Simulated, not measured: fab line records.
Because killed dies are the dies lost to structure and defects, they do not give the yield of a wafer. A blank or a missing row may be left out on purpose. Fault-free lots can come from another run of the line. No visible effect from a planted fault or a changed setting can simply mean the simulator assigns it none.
Matching of chambers ; flow n5_finfet ; N5_MOL_CONTACT_COAG_ALD_27 on ald_sin-02: 4 sister chambers
The step deposits SiOC, target thk 17 nm, pulse time 1.5 s, time 2720 s. 4 wafers are shown with their chamber, then 9 later ones without.

## WAFERS, EACH WITH ITS CHAMBER
wafer;chamber;heater_power_w (W)
L081.2;3;945
L085.2;0;856
L085.4;1;866
L085.6;2;751

## WAFERS WITH NO CHAMBER GIVEN
wafer;heater_power_w (W)
L091.3;733
L091.4;885
L091.5;955
L094.1;875
L094.3;898
L094.5;886
L097.4;890
L097.5;755
L097.6;955

## WHICH CHAMBER EACH WENT THROUGH
wafer;from the rows above;in truth
L091.3;2;2
L091.4;can't be placed: 1 or 0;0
L091.5;3;3
L094.1;can't be placed: 1 or 0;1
L094.3;can't be placed: 1 or 0 or 3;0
L094.5;can't be placed: 1 or 0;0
L097.4;can't be placed: 1 or 0 or 3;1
L097.5;2;2
L097.6;3;3
Correct placement for 4 of the 9. Unplaceable from these rows: 5, with the true chamber sitting among the candidates in 5. Wrongly placed: 0.
How it was worked out, from the rows above alone: a wafer's distance from a chamber is the root of the sum, over the readings, of the square of ((its reading less the chamber's mean) divided by the reading's scatter). If the next closest chamber is less than 2 further off than the closest, the wafer can't be placed; otherwise it belongs to the closest. A chamber's mean is the mean of its shown wafers. The scatter: root of mean squared gap, hidden wafer to nearest shown wafer, with one shown wafer a chamber.
